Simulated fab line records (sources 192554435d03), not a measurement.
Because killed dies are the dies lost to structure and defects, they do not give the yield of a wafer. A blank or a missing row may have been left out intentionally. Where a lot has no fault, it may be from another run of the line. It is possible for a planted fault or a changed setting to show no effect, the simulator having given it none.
2 desks looking at one fault + flow n5_finfet + each desk holds nothing but its own numbers, with what lay behind them at the end

## THE METROLOGY DESK
What the gauges read for every lot (on any tool): the sampled wafers with a number, averaged. Marked OUT: a lot whose mean sits more than 4 standard deviations from the usual mean, which makes it out of limits; the brackets give that distance. Of its 11 readings 7 are shown: those that lie furthest out on some lot.
Columns: A = GATE_CUT_OVL at N5_GATE_CUT_OVL_MEAS_14, usual 0.6 nm; B = DIBL_P at N5_BEOL_M4_RC_MEAS_101, usual 36.3 mV/V; C = IOFF_N at N5_BEOL_M4_RC_MEAS_101, usual 0.16 nA/um; D = IOFF_P at N5_BEOL_M4_RC_MEAS_101, usual 0.21 nA/um; E = ION_P at N5_BEOL_M4_RC_MEAS_101, usual 461 uA/um; F = VT_N at N5_BEOL_M4_RC_MEAS_101, usual 250 mV; G = VT_P at N5_BEOL_M4_RC_MEAS_101, usual -250.9 mV
| lot  | first seen here | A    | B    | C    | D    | E   | F   | G      |
|------|-----------------|------|------|------|------|-----|-----|--------|
| L648 | day 5 21:35     | 1.0  | 34.7 | 0.12 | 0.17 | 457 | 254 | -253.8 |
| L652 | day 6 18:37     | -0.0 | 37.3 | 0.19 | 0.22 | 462 | 247 | -251.5 |
| L653 | day 7 02:02     | 1.2  | 36.5 | 0.17 | 0.20 | 459 | 247 | -252.4 |
| L655 | day 7 09:32     | 0.4  | 38.8 | 0.20 | 0.24 | 457 | 248 | -248.3 |
| L656 | day 7 19:17     | 2.1  | 33.9 | 0.14 | 0.18 | 459 | 252 | -250.5 |
| L659 | day 8 15:28     | 0.6  | 31.9 | 0.10 | 0.14 | 450 | 258 | -256.0 |
| L663 | day 9 18:23     | 0.7  | 35.1 | 0.14 | 0.19 | 459 | 253 | -251.4 |
| L665 | day 10 01:21    | 0.5  | 39.0 | 0.17 | 0.24 | 473 | 246 | -247.3 |
| L666 | day 10 07:32    | 1.0  | 37.2 | 0.17 | 0.22 | 461 | 249 | -250.7 |
Finding of this desk: none of the 9 lots has anything out of limits.

## TOOL OWNER'S DESK, rie_diel-04
The tool's own readings at N5_GATE_CUT_ETCH_19 (etches SiNx in CH3F/O2, target depth 53.7 nm, time 76.7 s): means of the sampled wafers that have a number, for each lot that ran on this tool. Marked OUT: a lot whose mean sits more than 4 standard deviations from the usual mean, which makes it out of limits; the brackets give that distance. Shown are 7 of the 8 readings it has, namely the first that went out of limits plus those furthest out on some lot.
Columns: A = drypump_motor_current_A at N5_GATE_CUT_ETCH_19, usual 5.7 A; B = etch_rf_on_time_s at N5_GATE_CUT_ETCH_19, usual 77.3 s; C = oes_product_au at N5_GATE_CUT_ETCH_19, usual 0.65 a.u.; D = rf_fwd_power_W at N5_GATE_CUT_ETCH_19, usual 391.2 W; E = rf_vpp_V at N5_GATE_CUT_ETCH_19, usual 298 V; F = showerhead_plenum_p_Torr at N5_GATE_CUT_ETCH_19, usual 2.00 Torr; G = throttle_valve_pct at N5_GATE_CUT_ETCH_19, usual 16.44 %
| lot  | first seen here | A   | B              | C    | D     | E   | F    | G     |
|------|-----------------|-----|----------------|------|-------|-----|------|-------|
| L652 | day 6 18:59     | 5.4 | 78.0           | 0.59 | 391.4 | 296 | 1.96 | 16.58 |
| L653 | day 7 02:26     | 5.5 | 78.2           | 0.60 | 390.1 | 295 | 1.99 | 16.52 |
| L655 | day 7 10:07     | 6.2 | 90.3 (+11) OUT | 0.69 | 391.5 | 293 | 2.13 | 16.35 |
| L656 | day 7 19:40     | 5.5 | 89.3 (+10) OUT | 0.56 | 389.6 | 296 | 2.04 | 16.47 |
| L659 | day 8 15:50     | 6.0 | 90.7 (+11) OUT | 0.62 | 389.4 | 292 | 2.06 | 16.38 |
This desk's verdict: out of limits on L655, L656, L659, starting with L655 at day 7 10:07 (etch_rf_on_time_s at N5_GATE_CUT_ETCH_19). L652, L653 stayed within limits.

## TAKEN TOGETHER
The tool owner's desk had the chance to raise an alarm at day 7 10:07 on L655, L656, L659.
Nothing out of limits was seen by the metrology desk.
The metrology desk has L655, L656, L659 on record, within its limits.
On rie_diel-04, each named lot ran N5_GATE_CUT_ETCH_19.

## WHAT THE SIMULATOR HAD INSERTED
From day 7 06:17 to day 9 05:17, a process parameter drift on rie_diel-04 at N5_GATE_CUT_ETCH_19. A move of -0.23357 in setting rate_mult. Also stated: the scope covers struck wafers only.
Lots struck among those shown: L655, L656, L659.
Time in hours from fault onset to the first out-of-limits reading at each desk: the tool owner's desk, 4.
